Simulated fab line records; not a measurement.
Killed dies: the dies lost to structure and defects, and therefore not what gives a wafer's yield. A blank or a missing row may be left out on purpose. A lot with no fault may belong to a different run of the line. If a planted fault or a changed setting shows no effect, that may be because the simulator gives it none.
Comparing a struck lot with a sound one -- flow n5 finfet -- 16 out of 1938 route steps
Sound: wafers L382.1, L382.3, L382.5. Struck: wafer L375.2. (L375.4 of the same lot was not struck and is left out.) The cause comes at the end.
Each step with rows lists, per side, the tool, then ch with its chambers, then its first start. Under that, the readings that differ: sound wafers -- struck wafers -- difference of the means -- sigmas: that difference in standard deviations of wafers without a fault.
alike: same words and numbers on both sides, and readings whose means sit less than 2 such deviations apart. not compared: any withheld reading, any reading some wafer has no value for, any bound like >300 that may hide the same value, and any number with overlapping values for which the record gives no deviation.
Wherever a step has rows on one side only, a row that says differs or no value, or a row with sigmas, the two part there. When numbers do not overlap yet have no deviation, they are printed without sigmas and do not part them. Lack of a reading on every wafer of one side parts them only where that side has two or more wafers.

first, 1 step without rows for these wafers: N5_BEOL_M2_STRIP_36 (strips in N2/H2).
N5_BEOL_M2_TRENCH_ETCH_37: etches SiOC in C4F6/O2, target depth 55.555 nm, time 29.2 s.
  sound: rie diel-01 ch 2,3; struck: rie diel-05 ch 0
reading,sound,struck,difference,sigmas
mfc ar sccm (sccm),298.3 300.8 299.1,301.7,+2.3,+3
  alike: drypump motor current A, oes product au, rf vpp V, showerhead plenum p Torr, throttle valve pct
  not compared: rf hours counter h
N5_BEOL_M2_ETCH_41: etches SiCN in CH3F/O2, target depth 29.9 nm, time 52.5 s.
  sound: rie diel-01 ch 2,3; struck: rie diel-05 ch 0
  alike: drypump motor current A, mfc ar sccm, oes product au, rf vpp V, showerhead plenum p Torr, throttle valve pct
  not compared: rf hours counter h
N5_BEOL_M2_STRIP_97: strips in N2/H2, time 10 s.
  sound: rie diel-01 ch 2,3; struck: rie diel-05 ch 0
  alike: drypump motor current A, oes product au, rf vpp V, showerhead plenum p Torr, throttle valve pct
  not compared: rf hours counter h
N5_BEOL_M2_OCD_MEAS_38:
  sound: ocd-01 at day 10 10:55; struck: ocd-01 at day 8 18:21
  alike: trench depth nm
then, 4 steps without rows for these wafers: N5_BEOL_M2_HM_STRIP_39 (strips TiN in peroxide tin strip, target depth 25 nm, time 158 s); N5_BEOL_M2_SRD_40 (time 30 s); N5_BEOL_M2_PRECLEAN_42 (cleans in residue remover, time 60 s); N5_BEOL_M2_SRD_43 (time 30 s).
N5_BEOL_M2_CD_MEAS_35: target cd 18 nm, target cd y 22.2 nm.
  sound: cd sem-01 at day 10 11:04; struck: cd sem-03 at day 8 18:30
  alike: cd nm
then, 1 step without rows for these wafers: N5_BEOL_M2_DEGAS_44 (time 60 s).
N5_BEOL_M2_PRE_CLEAN_45: time 30 s.
  sound: pvd sputter-01 at day 10 11:55; struck: pvd sputter-03 at day 8 18:46
  alike: heater power w
N5_BEOL_M2_ALD_84: deposits TaN, pulse time 2 s, purge time 3 s, co reactant purge time 2 s.
  sound on ald metal-04 ch 0,2, day 10 11:59; struck on ald metal-03 ch 0, day 8 18:49
reading,sound,struck,difference,sigmas
pulse time s (s),2 2 2,1.8893,-0.1107,
  alike: heater power w
N5_BEOL_M2_SURFACE_TREAT_85:
  sound: pvd sputter-01 at day 10 12:14; struck: pvd sputter-02 at day 8 19:04
  not compared: throttle valve pct
N5_BEOL_M4_RC_MEAS_101:
  sound on prober-02 ch 0, day 11 18:33; struck on prober-01 ch 0, day 9 21:10
reading,sound,struck,difference,sigmas
IOFF_P (nA/um),0.231 0.253 0.237,0.179,-0.061,-2
SS_P (mV/dec),73.9 73.9 74.1,72.5,-1.5,-3
  alike: DIBL_N, DIBL_P, IOFF_N, ION_N, ION_P, SS_N, VT_N, VT_P
N5_PASSIVATION_PROBE_49:
  the record holds rows for the sound wafers here (prober-02, day 16 15:07) but none for the struck ones

== WHERE THEY PART ==
First at N5_BEOL_M2_TRENCH_ETCH_37; last, within this record, at N5_PASSIVATION_PROBE_49.

WHY: what the simulator had put in
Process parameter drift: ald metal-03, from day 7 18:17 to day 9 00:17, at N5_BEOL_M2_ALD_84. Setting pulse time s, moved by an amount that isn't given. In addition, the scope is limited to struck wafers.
